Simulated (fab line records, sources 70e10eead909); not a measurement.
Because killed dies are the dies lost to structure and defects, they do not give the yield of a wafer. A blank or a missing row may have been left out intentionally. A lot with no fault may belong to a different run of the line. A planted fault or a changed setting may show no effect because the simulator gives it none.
fab line records -- flow nandHarc
[record] lots = 11, wafers = 33, lastDay = 25
route steps=1159 shown P_GATE@146 END@1159
lots untouched by any fault: they come from a run of this same line in which no faults occurred
startH: hours from the record's opening day to when the first of the lot's shown wafers began -- waitH: hours elapsed since this lot's preceding step -- " identical to the entry in the row above -- L1.1+2: one row covering several wafers at once -- - no value present, or no start provided -- * or withheld: withheld -- < > ~ a bound
route shown NAME@n: NAME is a module with steps in the file, n the number in the route of the first one -- usual: mean and standard deviation over wafers with no fault -- same: alike in all rows -- chamber/n: place in a boat -- sites: readings site by site -- _std_site: their standard deviation -- _edge_site: inner sites' mean taken away from outer sites' mean -- radiusMm: how far each site lies from the wafer's centre -- mask NAME#n: copy n -- behind: the last tool/chamber to shape the wafer -- hold: the reason the lot was held/the length of the hold in hours/how it ended -- device: the transistor (n, p or np) that didn't switch -- end of line: the same wafers' tests at the end of the route -- step lacking rows: just its recipe -- killed: count of dies lost to structure and defects at first sort (not the wafer's yield) -- map: shows each die of a wafer: x if killed, . if not, _ if none is there
set.NAME: the setting the step ran with; set.NAME@STEP: the setting that earlier step ran with -- model.NAME: the simulator's own value behind a step, which no gauge read
route steps across a sampled set of lots; one table per step, one row per wafer
services: when a tool's chamber went out of use (startH, in hours from the record's first day, below 0 if earlier), for how many hours, and the reason
[[steps]]
[step NHARC_P_GATE_HM_OPEN_105]
[recipe] targetDepthA = 3600, o2FlowSccm = 400, cosFlowSccm = 20, arFlowSccm = 0, rfW = 500, biasW = 300, chemistry = O2/COS
[usual] drypumpMotorCurrentA = 5.7/0.46, oesProductAu = 1.000/0.0074, rfVppV = 468/3.3, showerheadPlenumPTorr = 3.14/0.15, throttleValvePct = 28.331/0.0076
lot.wafer,tool,chamber,startH,waitH,drypumpMotorCurrentA,oesProductAu,rfHoursCounterH,rfVppV,showerheadPlenumPTorr,throttleValvePct
L872.3,rieDiel-10,1,-,-,5.4,0.999,20,461,2.90,28.337
L872.5,rieDiel-10,1,-,-,5.4,1.001,-,462,2.90,28.337
L872.6,rieDiel-10,2,-,-,6.1,1.002,-,472,3.32,28.326
L874.2,rieDiel-04,3,-,-,5.3,0.997,22,469,3.30,28.336
L874.6,rieDiel-04,1,-,-,5.7,1.006,-,469,3.15,28.331
L874.5,rieDiel-04,2,-,-,6.6,1.008,-,464,3.00,28.314
L875.2,rieDiel-10,2,-,-,6.1,1.001,35,471,3.31,28.336
L875.3,rieDiel-10,3,-,-,5.3,0.993,34,470,3.27,28.329
L875.5,rieDiel-10,1,-,-,5.4,1.000,-,461,2.90,28.341
L876.2,rieDiel-04,3,-,-,5.3,0.997,0,471,3.30,28.335
L876.3,rieDiel-04,2,-,-,6.6,0.990,0,465,3.00,28.318
L876.6,rieDiel-04,0,-,-,5.7,0.997,-,469,3.26,28.328
L881.1,rieDiel-04,3,-,-,5.3,0.993,2,471,3.29,28.323
L881.2,rieDiel-04,0,-,-,5.7,0.996,2,470,3.26,28.338
L881.5,rieDiel-04,1,-,-,5.7,0.988,-,469,3.14,28.331
L885.1,rieDiel-04,3,-,-,5.3,0.996,7,470,3.29,28.337
L885.3,rieDiel-04,0,-,-,5.7,1.018,7,470,3.26,28.348
L885.5,rieDiel-04,3,-,-,5.3,1.000,-,471,3.29,28.329
L883.1,rieDiel-04,0,-,-,5.7,1.008,7,470,3.26,28.322
L883.3,rieDiel-04,2,-,-,6.6,0.998,8,464,3.00,28.342
L883.6,rieDiel-04,0,-,-,5.7,1.000,-,471,3.26,28.344
L892.2,rieDiel-04,0,-,-,5.7,1.003,14,471,3.26,28.327
L892.4,rieDiel-04,0,-,-,5.8,1.011,-,470,3.26,28.322
L892.6,rieDiel-04,2,-,-,6.6,1.002,-,466,2.99,28.324
L893.2,rieDiel-01,0,-,-,5.6,0.992,23,465,3.02,28.348
L893.5,rieDiel-01,2,-,-,5.4,0.994,-,465,2.98,28.317
L893.6,rieDiel-01,3,-,-,5.0,0.997,-,462,2.93,28.324
L895.2,rieDiel-04,0,-,-,5.7,0.995,16,471,3.26,28.333
L895.1,rieDiel-04,2,-,-,6.5,1.004,18,463,2.99,28.323
L895.5,rieDiel-04,0,-,-,5.7,0.999,-,470,3.26,28.324
L894.1,rieDiel-04,0,-,-,5.7,1.016,16,471,3.26,28.316
L894.6,rieDiel-04,3,-,-,5.3,1.013,-,470,3.29,28.338
L894.5,rieDiel-04,0,-,-,5.7,1.009,-,471,3.26,28.316
[step NHARC_P_GATE_EXPOSE_88]
[recipe] na = 0.6, targetCdNm = 2000, doseMj = 11.87, maskId = P_HVN
lot.wafer,tool,chamber,startH,waitH,mask
L872.3+5+6,krfScanner-02,0,98.63,-,P_HVN#0
L874.2+5+6,krfScanner-02,0,111.67,-,P_HVN#0
L875.2+3+5,krfScanner-01,0,118.47,-,P_HVN#0
L876.2+3+6,krfScanner-02,0,138.60,-,P_HVN#0
L881.1+2+5,krfScanner-01,0,156.77,-,P_HVN#0
L885.1+3+5,krfScanner-04,0,182.04,-,P_HVN#0
L883.1+3+6,krfScanner-02,0,182.39,-,P_HVN_R1#0
L892.2+4+6,krfScanner-01,0,224.56,-,P_HVN#0
L893.2+5+6,krfScanner-02,0,228.49,-,P_HVN#0
L895.1+2+5,krfScanner-04,0,235.53,-,P_HVN#0
L894.1+5+6,krfScanner-01,0,236.15,-,P_HVN#0
[step NHARC_P_GATE_CD_MEAS_91]
[recipe] targetCdNm = 2000, landingEnergyEv = 500
[usual] cdNm = 2000.4/1.2
[same] landingEnergyEv = 500
lot.wafer,tool,chamber,startH,waitH,hold,cdNm
L872.3,cdSem-03,0,98.78,-,-,2000.0
L872.5,cdSem-03,0,98.78,-,-,2001.1
L872.6,cdSem-03,0,98.78,-,-,2000.4
L874.2,cdSem-03,0,111.83,-,-,2001.5
L874.5,cdSem-03,0,111.83,-,-,2000.6
L874.6,cdSem-03,0,111.83,-,-,2000.6
L875.2,cdSem-03,0,118.62,-,-,2000.6
L875.3,cdSem-03,0,118.62,-,-,2000.4
L875.5,cdSem-03,0,118.62,-,-,2002.2
L876.2,cdSem-02,0,138.76,-,-,2000.1
L876.3,cdSem-02,0,138.76,-,-,2002.1
L876.6,cdSem-02,0,138.76,-,-,2001.0
L881.1,cdSem-03,0,156.93,-,-,2002.2
L881.2,cdSem-03,0,156.93,-,-,2000.6
L881.5,cdSem-03,0,156.93,-,-,1999.0
L885.1,cdSem-03,0,182.20,-,-,2000.8
L885.3,cdSem-03,0,182.20,-,-,2000.5
L885.5,cdSem-03,0,182.20,-,-,2001.7
L883.1,cdSem-02,0,182.55,-,awaitDispo/0.2h/release,2068.5
L883.3,cdSem-02,0,182.55,-,awaitDispo/0.2h/release,2066.6
L883.6,cdSem-02,0,182.55,-,awaitDispo/0.2h/release,2069.1
L883.1,cdSem-02,0,-,-,-,2068.7
L883.3,cdSem-02,0,-,-,-,2066.7
L883.6,cdSem-02,0,-,-,-,2068.9
L892.2,cdSem-01,0,224.72,-,-,1999.1
L892.4,cdSem-01,0,224.72,-,-,2000.3
L892.6,cdSem-01,0,224.72,-,-,2001.3
L893.2,cdSem-02,0,228.65,-,-,2000.6
L893.5,cdSem-02,0,228.65,-,-,2001.3
L893.6,cdSem-02,0,228.65,-,-,2000.1
L895.1,cdSem-03,0,235.69,-,-,2000.9
L895.2,cdSem-03,0,235.69,-,-,2000.9
L895.5,cdSem-03,0,235.69,-,-,2000.5
L894.1,cdSem-01,0,236.30,-,-,2001.2
L894.5,cdSem-01,0,236.30,-,-,1999.9
L894.6,cdSem-01,0,236.30,-,-,1999.8
[step NHARC_P_GATE_DESCUM_93]
[recipe] timeS = 3, o2FlowSccm = 200, arFlowSccm = 0, biasPowerW = 0, chemistry = O2
[usual] drypumpMotorCurrentA = 5.7/0.45, oesProductAu = 0.998/0.007, rfVppV = 57.9/0.91, showerheadPlenumPTorr = 1.93/0.095, throttleValvePct = 11.310/0.0084
lot.wafer,tool,chamber,startH,waitH,drypumpMotorCurrentA,oesProductAu,rfHoursCounterH,rfVppV,showerheadPlenumPTorr,throttleValvePct
L872.3,rieDiel-10,0,98.95,-,5.2,0.999,30,55.6,1.83,11.303
L872.5,rieDiel-10,3,98.95,-,5.3,0.992,-,57.8,2.01,11.300
L872.6,rieDiel-10,0,98.95,-,5.2,1.001,-,57.9,1.83,11.321
L874.2,rieDiel-01,0,112.06,-,5.6,0.997,55,57.8,1.86,11.317
L874.5,rieDiel-01,0,112.06,-,5.6,0.997,-,57.2,1.86,11.303
L874.6,rieDiel-01,1,112.06,-,6.0,1.003,-,57.5,2.01,11.306
L875.2,rieDiel-01,1,118.78,-,6.0,1.002,60,57.6,2.01,11.303
L875.3,rieDiel-01,0,118.78,-,5.6,1.005,57,57.7,1.85,11.312
L875.5,rieDiel-01,3,118.78,-,5.0,0.984,-,57.4,1.80,11.304
L876.2,rieDiel-04,1,138.92,-,5.7,0.993,2,58.4,1.93,11.306
L876.3,rieDiel-04,0,138.92,-,5.7,1.005,2,57.6,2.01,11.321
L876.6,rieDiel-04,1,138.92,-,5.7,0.991,-,58.1,1.93,11.306
L881.2,rieDiel-10,3,157.09,-,5.3,1.003,52,56.5,2.00,11.299
L881.1,rieDiel-10,2,157.09,-,6.1,0.993,55,59.3,2.03,11.308
L881.5,rieDiel-10,3,157.09,-,5.3,1.007,-,58.8,2.00,11.296
L885.1,rieDiel-04,3,182.37,-,5.3,1.013,9,58.2,2.02,11.323
L885.3,rieDiel-04,0,182.37,-,5.7,1.016,9,58.8,2.00,11.328
L885.5,rieDiel-04,2,182.37,-,6.6,1.007,-,56.5,1.83,11.317
L892.4,rieDiel-04,3,224.89,-,5.3,1.003,18,59.4,2.02,11.309
L892.2,rieDiel-04,1,224.89,-,5.6,0.989,16,57.3,1.92,11.310
L892.6,rieDiel-04,2,224.89,-,6.6,1.003,-,58.1,1.83,11.307
L893.2,rieDiel-04,0,228.84,-,5.7,1.007,18,58.5,2.00,11.318
L893.6,rieDiel-04,1,228.84,-,5.6,1.001,-,58.7,1.92,11.322
L893.5,rieDiel-04,2,228.84,-,6.6,0.993,-,58.4,1.83,11.308
L895.2,rieDiel-04,0,235.86,-,5.7,1.000,19,58.4,2.00,11.311
L895.1,rieDiel-04,1,235.86,-,5.6,0.993,18,57.2,1.92,11.320
L895.5,rieDiel-04,3,235.86,-,5.3,1.004,-,57.6,2.02,11.317
L894.1,rieDiel-10,0,236.52,-,5.2,1.002,19,57.6,1.81,11.307
L894.5,rieDiel-10,1,236.52,-,5.4,0.993,-,59.3,2.07,11.313
L894.6,rieDiel-10,2,236.52,-,6.1,1.012,-,57.4,2.02,11.294
[step NHARC_P_GATE_RTA_64]
[recipe] tempC = 1050, timeS = 1
[usual] lampPowerPct = 35/4.3, wafer_temp_C_max = 1055.0/1.5
lot.wafer,tool,chamber,startH,waitH,lampPowerPct,wafer_temp_C_max
L872.3,rtpAnneal-02,0,100.66,-,30,1054.7
L872.5,rtpAnneal-02,0,100.66,-,30,1053.7
L872.6,rtpAnneal-02,0,100.66,-,30,1053.2
L874.2,rtpAnneal-01,0,114.10,-,39,1055.7
L874.5,rtpAnneal-01,0,114.10,-,39,1055.0
L874.6,rtpAnneal-01,0,114.10,-,39,1055.8
L875.2,rtpAnneal-01,0,120.49,-,39,1057.8
L875.3,rtpAnneal-01,0,120.49,-,39,1054.4
L875.5,rtpAnneal-01,0,120.49,-,39,1054.6
L876.2,rtpAnneal-02,0,140.77,-,30,1054.4
L876.3,rtpAnneal-02,0,140.77,-,30,1053.8
L876.6,rtpAnneal-02,0,140.77,-,30,1054.7
L881.1,rtpAnneal-02,0,158.73,-,30,1055.2
L881.2,rtpAnneal-02,0,158.73,-,30,1055.1
L881.5,rtpAnneal-02,0,158.73,-,30,1054.7
L885.1,rtpAnneal-02,0,184.00,-,30,1053.5
L885.3,rtpAnneal-02,0,184.00,-,30,1053.9
L885.5,rtpAnneal-02,0,184.00,-,30,1052.6
L892.2,rtpAnneal-01,0,226.58,-,39,1056.8
L892.4,rtpAnneal-01,0,226.58,-,39,1055.8
L892.6,rtpAnneal-01,0,226.58,-,39,1055.9
L893.2,rtpAnneal-02,0,230.47,-,30,1054.9
L893.5,rtpAnneal-02,0,230.47,-,30,1052.5
L893.6,rtpAnneal-02,0,230.47,-,30,1053.7
L895.1,rtpAnneal-01,0,237.50,-,39,1059.2
L895.2,rtpAnneal-01,0,237.50,-,39,1058.2
L895.5,rtpAnneal-01,0,237.50,-,39,1056.2
L894.1,rtpAnneal-01,0,238.13,-,39,1055.9
L894.5,rtpAnneal-01,0,238.13,-,39,1054.8
L894.6,rtpAnneal-01,0,238.13,-,39,1057.0
[step NHARC_END_SORT_01]
[recipe] tempC = 25
[usual] defectLimitedYield = 95.2/1.4, killedAtArray = 28/8.9, killedAtOther = 0.8/1.2, killedAtPeriphery = 3.3/2.3, killedDies = 32/9.4, killedOpen = 3.2/1.8, killedShort = 1.9/1.4, sort_bin_2_pct = 1.4/0.56, sort_bin_3_pct = 0.26/0.21, sort_bin_4_pct = 3.1/1, sortNPass = 645/9.4, sortRimYieldPct = 95.7/2.4, sortYieldPct = 95.2/1.4
[same] grossDies = 677, sort_bin_5_pct[%] = 0, sort_bin_6_pct[%] = 0, sort_bin_7_pct[%] = 0, sort_bin_8_pct[%] = 0, sortRimNGross = 106.00
lot.wafer,tool,chamber,startH,waitH,defectLimitedYield[%],killedAtArray,killedAtOther,killedAtPeriphery,killedDies,killedOpen,killedShort,sort_bin_2_pct[%],sort_bin_3_pct[%],sort_bin_4_pct[%],sortNPass,sortRimYieldPct[%],sortYieldPct[%]
L872.3,prober-01,0,450.35,3.1,96.9,19,1,1,21,3,0,0.7,0.30,2.1,656,96.2,96.9
L872.5,prober-01,0,451.94,3.7,96.5,19,0,5,24,3,0,0.7,0.15,2.7,653,97.2,96.5
L872.6,prober-01,0,452.74,4.0,96.5,19,0,5,24,4,1,1.5,0.15,1.9,653,95.3,96.5
L875.2,prober-01,0,457.36,2.8,94.8,32,1,2,35,9,1,1.6,0.15,3.4,642,97.2,94.8
L875.3,prober-01,0,458.15,3.1,94.8,30,1,4,35,5,4,1.0,0.15,4.0,642,97.2,94.8
L875.5,prober-01,0,459.71,3.6,95.6,30,0,0,30,1,0,1.3,0.30,2.8,647,96.2,95.6
L876.2,prober-02,0,467.78,2.8,96.6,19,0,4,23,2,2,1.0,0,2.4,654,93.4,96.6
L876.3,prober-02,0,468.59,3.1,95.0,26,1,7,34,1,1,2.1,0.44,2.5,643,94.3,95.0
L876.6,prober-02,0,471.02,4.0,95.9,20,0,8,28,4,2,2.4,0.30,1.5,649,98.1,95.9
L881.1,prober-01,0,494.80,2.5,95.7,25,3,1,29,1,3,1.2,0.15,3.0,648,94.3,95.7
L881.2,prober-01,0,495.61,2.8,96.6,21,2,0,23,2,1,0.9,0.15,2.4,654,97.2,96.6
L881.5,prober-01,0,498.05,3.8,97.8,14,0,1,15,3,1,0.3,0.15,1.8,662,98.1,97.8
L885.1,prober-02,0,518.27,2.5,94.8,32,1,2,35,6,2,1.8,0.15,3.2,642,98.1,94.8
L885.3,prober-02,0,519.85,3.1,95.6,26,3,1,30,3,2,1.6,0.59,2.2,647,97.2,95.6
L885.5,prober-02,0,521.44,3.7,94.5,35,1,1,37,2,3,2.4,0.30,2.8,640,94.3,94.5
// killed by level:class
L872.3 A_SLIT:chamberFilmFlake=10 A_CHANNEL_FILL_D1:chamberFilmFlake=2 A_CHANNEL_HOLE_D1:geometricParticle:open=1 A_CHANNEL_FILL_D1:geometricParticle:open=1 A_BLC:geometricParticle:open=1 P_STI:chamberFilmFlake=1 A_CHANNEL_HOLE_D1:chamberFilmFlake=1 A_WL_FILL:chamberFilmFlake=1
L872.5 A_SLIT:chamberFilmFlake=13 A_CHANNEL_FILL_D1:chamberFilmFlake=3 A_WL_FILL:chamberFilmFlake=3 P_CONTACT:geometricParticle:open=2 P_M1:geometricParticle:open=1 P_STI:chamberFilmFlake=1 P_M1:chamberFilmFlake=1
L872.6 A_SLIT:chamberFilmFlake=10 P_M1:chamberFilmFlake=2 A_CONTACT:chamberFilmFlake=2 P_M0:geometricParticle:open=1 A_CHANNEL_FILL_D1:geometricParticle:open=1 A_CONTACT:geometricParticle:open=1 A_CONTACT:geometricParticle:short=1 A_M0:geometricParticle:open=1
L875.2 A_CHANNEL_HOLE_D1:chamberFilmFlake=12 A_CONTACT:chamberFilmFlake=5 A_CHANNEL_FILL_D1:geometricParticle:open=3 A_SLIT:chamberFilmFlake=3 A_BLC:geometricParticle:open=2 A_STAIRCASE:chamberFilmFlake=2 P_M0:geometricParticle:open=1 P_M1:geometricParticle:open=1
L875.3 A_CHANNEL_HOLE_D1:chamberFilmFlake=11 A_SLIT:chamberFilmFlake=9 A_CONTACT:chamberFilmFlake=3 P_GATE:geometricParticle:short=1 P_CONTACT:geometricParticle:open=1 P_M0:geometricParticle:open=1 A_ONON_D1:geometricParticle:open=1 A_STAIRCASE:geometricParticle:short=1
L875.5 A_CHANNEL_HOLE_D1:chamberFilmFlake=16 A_SLIT:chamberFilmFlake=10 A_CONTACT:chamberFilmFlake=2 A_WL_FILL:geometricParticle:open=1 A_WL_FILL:chamberFilmFlake=1
L876.2 A_CHANNEL_HOLE_D1:chamberFilmFlake=10 A_ZERO_WELL:chamberFilmFlake=4 A_STAIRCASE:chamberFilmFlake=3 P_GATE:chamberFilmFlake=2 P_GATE:geometricParticle:open=1 P_M0:geometricParticle:short=1 A_WL_FILL:geometricParticle:short=1 A_CONTACT:geometricParticle:open=1
L876.3 A_CHANNEL_HOLE_D1:chamberFilmFlake=17 A_ZERO_WELL:chamberFilmFlake=4 P_GATE:chamberFilmFlake=3 A_STAIRCASE:chamberFilmFlake=2 P_CONTACT:geometricParticle:open=1 P_M1:geometricParticle:short=1 P_ZERO_WELL:chamberFilmFlake=1 P_BONDPAD:chamberFilmFlake=1
L876.6 A_CHANNEL_HOLE_D1:chamberFilmFlake=15 P_GATE:chamberFilmFlake=4 P_GATE:geometricParticle:open=1 P_CONTACT:geometricParticle:open=1 A_CHANNEL_FILL_D1:geometricParticle:short=1 A_SGD_CUT:geometricParticle:open=1 A_CONTACT:geometricParticle:open=1 A_M1:geometricParticle:short=1
L881.1 A_WL_FILL:chamberFilmFlake=6 A_CONTACT:chamberFilmFlake=6 A_CHANNEL_HOLE_D1:chamberFilmFlake=3 A_STAIRCASE:chamberFilmFlake=3 THIN_TSV:chamberFilmFlake=3 A_ZERO_WELL:chamberFilmFlake=2 A_SOURCE_PLATE:geometricParticle:short=1 A_CHANNEL_HOLE_D1:geometricParticle:short=1
L881.2 A_CHANNEL_HOLE_D1:chamberFilmFlake=7 A_STAIRCASE:chamberFilmFlake=4 A_WL_FILL:chamberFilmFlake=4 A_CONTACT:chamberFilmFlake=3 THIN_TSV:chamberFilmFlake=2 A_CHANNEL_HOLE_D1:geometricParticle:open=1 A_M0:geometricParticle:short=1 A_M0:geometricParticle:open=1
L881.5 A_CHANNEL_HOLE_D1:chamberFilmFlake=5 A_STAIRCASE:chamberFilmFlake=3 A_CONTACT:chamberFilmFlake=2 P_CONTACT:geometricParticle:open=1 A_ONON_D1:geometricParticle:short=1 A_CHANNEL_FILL_D1:geometricParticle:open=1 A_BLC:geometricParticle:open=1 A_CHANNEL_FILL_D1:chamberFilmFlake=1
L885.1 A_CHANNEL_HOLE_D1:chamberFilmFlake=18 A_CONTACT:chamberFilmFlake=4 A_CONTACT:geometricParticle:open=2 A_STAIRCASE:chamberFilmFlake=2 P_M0:geometricParticle:open=1 A_ONON_D1:geometricParticle:short=1 A_CHANNEL_FILL_D1:geometricParticle:short=1 A_STAIRCASE:geometricParticle:open=1
L885.3 A_CHANNEL_HOLE_D1:chamberFilmFlake=13 A_CONTACT:chamberFilmFlake=4 A_STAIRCASE:chamberFilmFlake=3 THIN_TSV:chamberFilmFlake=3 A_WL_FILL:chamberFilmFlake=2 P_M0:geometricParticle:short=1 A_SOURCE_PLATE:geometricParticle:short=1 A_WL_FILL:geometricParticle:open=1
L885.5 A_CHANNEL_HOLE_D1:chamberFilmFlake=18 A_CONTACT:chamberFilmFlake=6 A_STAIRCASE:chamberFilmFlake=5 A_CHANNEL_FILL_D1:geometricParticle:short=2 A_ONON_D1:geometricParticle:short=1 A_CHANNEL_FILL_D1:geometricParticle:open=1 A_M0:geometricParticle:open=1 P_ZERO_WELL:chamberFilmFlake=1
[[services]]
tool,chamber,startH,hours,kind
krfScanner-04,-,63.52,0.7,repair
rieDiel-04,0,66.85,-,clean
rieDiel-04,1,66.85,-,clean
rieDiel-04,2,66.85,-,clean
rieDiel-04,3,66.85,-,clean
rieDiel-04,2,83.07,9.1,repair
krfScanner-01,-,84.00,4.0,pm
rieDiel-04,0,91.35,-,clean
rieDiel-04,1,91.35,-,clean
rieDiel-04,3,91.35,-,clean
krfScanner-01,-,107.98,0.2,repair
krfScanner-01,-,108.38,0.6,repair
rieDiel-04,-,111.90,9.0,pm
rieDiel-04,0,111.90,9.0,ventCycle
rieDiel-04,1,111.90,9.0,ventCycle
rieDiel-01,2,112.65,15.5,repair
krfScanner-04,-,126.00,4.0,pm
rieDiel-01,-,138.09,9.0,pm
krfScanner-01,-,146.37,0.3,repair
rieDiel-01,0,172.11,9.6,repair
rieDiel-10,-,176.50,9.0,pm
krfScanner-01,-,181.26,9.5,repair
rieDiel-04,1,206.97,14.9,repair
krfScanner-02,-,210.02,4.0,pm
[[key]]
[firstSign] step = NHARC_P_GATE_EXPOSE_88, reading = mask, direction = changed
[effect] step = NHARC_P_GATE_CD_MEAS_91, reading = visit, direction = added
[effect] step = NHARC_P_GATE_CD_MEAS_91, reading = cdNm, direction = up, sigmas = 58, usual = 2000.4, struck = 2068.1
metAt NHARC_P_GATE_EXPOSE_88
struckLots L883
scrappedBehind NHARC_P_GATE_CD_MEAS_91 L883.1,L883.3,L883.6
notActingAt NHARC_P_GATE_HM_OPEN_105,NHARC_P_GATE_DESCUM_93,NHARC_P_GATE_RTA_64
onsetBetween 138.60 182.39
[fault] kind = wrongMask, tool = any, chamber = -, onsetH = 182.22, steps = NHARC_P_GATE_EXPOSE_88, auxCopy = P_HVN_R1#0, cdOffsetNm = 67.529, scope = struckLotsOnly
